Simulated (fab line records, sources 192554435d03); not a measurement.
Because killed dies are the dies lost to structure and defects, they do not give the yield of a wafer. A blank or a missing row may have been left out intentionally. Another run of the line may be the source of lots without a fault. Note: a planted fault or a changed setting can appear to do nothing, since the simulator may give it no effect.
Split-lot trial	flow n5_finfet	7 lots, 21 wafers read, on a route of 1938 steps

## THE SPLIT
At N5_BEOL_M5_PECVD_70 (deposits SiO2 from TEOS/O2, target thk 16 nm, time 18 s), the setting time_s was moved away from the recipe's 18 s on 9 of the 21 wafers read, by -9.8% to +13.2%. For the rest of the wafers, this setting stayed at what the recipe calls for.

## FROM THE SPLIT TO THE READING: what the file shows between them, 3 steps
- N5_BEOL_M5_HM_DEP_02: deposits TiN, target thk 20 nm
- N5_BEOL_M5_COAT_59: time 60 s, resist thk 60 nm
- N5_BEOL_M5_STRIP_91: strips in N2/H2, time 10 s

## THE READING
SiO2_of_BEOL_M5_PECVD_70.thk_nm (the simulator's own value, which no gauge read), in nm, at N5_BEOL_M5_HM_STRIP_39 (strips TiN in peroxide tin strip, target depth 25 nm, time 158 s). No usual value for it is given in the file. Average 15.9 nm, standard deviation 0.21 nm, over the 12 wafers here run with the recipe.

wafer	tool, chamber at the split	time_s as run, s	against the recipe	SiO2_of_BEOL_M5_PECVD_70.thk_nm, nm	against lot-mates on the recipe
L076.1	pecvd-02, 2	18	recipe	15.6	-
L076.3	pecvd-02, 1	18	recipe	15.4	-
L076.5	pecvd-02, 1	18	recipe	15.8	-
L085.3	pecvd-02, 1	18	recipe	15.8	-
L085.4	pecvd-02, 0	18.76	+4.2%	16.8	+0.9
L085.6	pecvd-02, 1	18	recipe	16	-
L086.1	pecvd-02, 1	19.79	+9.9%	17.2	+1.3
L086.2	pecvd-02, 2	18	recipe	15.8	-
L086.3	pecvd-02, 0	18	recipe	16	-
L090.3	pecvd-02, 0	20.38	+13.2%	17.8	no lot-mate on the recipe
L090.4	pecvd-02, 1	20.38	+13.2%	18.2	no lot-mate on the recipe
L090.5	pecvd-02, 2	20.38	+13.2%	18	no lot-mate on the recipe
L092.2	pecvd-02, 0,2	16.53	-8.2%	14.4	-1.4
L092.3	pecvd-02, 2	18	recipe	15.8	-
L092.6	pecvd-02, 0,2	16.53	-8.2%	14.6	-1.2
L095.4	pecvd-02, 2,0	18	recipe	16	-
L095.6	pecvd-02, 1	18	recipe	16	-
L095.5	pecvd-02, 2,0	18	recipe	16.2	-
L097.1	pecvd-03, 1,2	16.24	-9.8%	14.2	-1.8
L097.4	pecvd-03, 1,2	16.24	-9.8%	14.4	-1.6
L097.5	pecvd-03, 1	18	recipe	16	-
If several chambers appear in one row, that row covers several wafers at once and the file leaves open which wafer was in which chamber.

FIT RESULTS
A straight line over all 21 wafers: SiO2_of_BEOL_M5_PECVD_70.thk_nm changes by +0.16 nm for each +1% of time_s; r = +0.98; the points scatter about the line by 0.2 nm.
The same after taking each lot's own level away (the mean of its wafers on the recipe; 18 wafers): +0.16 nm for each +1%; r = +0.98; scatter 0.15 nm.
That fit puts the effect of the largest move of time_s on the reading at 2.1 nm.
Measured against the standard deviation above, the lots' own levels, which go from 15.60 to 16.07 nm, span 2.3 times it.
Hence the lot-to-lot level has little effect on the slope; both slopes agree.
Check: +1.73 nm against its lot-mates is what the line predicts for one of the wafers moved furthest among these (+9.9%) when that wafer is left out of the fit. Against them it came out at +1.3 nm.

## THE OTHER SPLITS THESE WAFERS WENT THROUGH
Note: prior to the reading, these wafers also went through further splits. Each is held against what the fit with the lots' levels taken away leaves over:
other split on the same wafers	wafers away from the commonest value	r with SiO2_of_BEOL_M5_PECVD_70.thk_nm (lot level and that fit taken away)
N5_BEOL_M1_ETCH_64 bias_w	6	-0.18
N5_BEOL_M2_COAT_05 spin_rpm	8	+0.12
N5_BEOL_M3_COAT_05 spin_rpm	5	-0.36
N5_BEOL_M4_COAT_62 spin_rpm	10	+0.48
N5_BEOL_M4_COAT_05 spin_rpm	7	-0.01

## THE WHOLE CHAIN: every reading that the file lists as answering this split, in the file's order
step	what it does	reading	change (the file's fit)	r (the file's)
N5_BEOL_M5_PECVD_70	deposits SiO2 from TEOS/O2, target thk 16 nm, time 18 s	SiO2_of_BEOL_M5_PECVD_70.thk_nm (the simulator's own value, which no gauge read)	+0.167 nm for each +1% of the setting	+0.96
N5_BEOL_M5_HM_STRIP_39	strips TiN in peroxide tin strip, target depth 25 nm, time 158 s	SiO2_of_BEOL_M5_PECVD_70.thk_nm (the simulator's own value, which no gauge read)	+0.158 nm for each +1% of the setting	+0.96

## THE FILE'S OWN FIT
SiO2_of_BEOL_M5_PECVD_70.thk_nm changes by +0.158 nm for each +1% of time_s, r = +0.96.
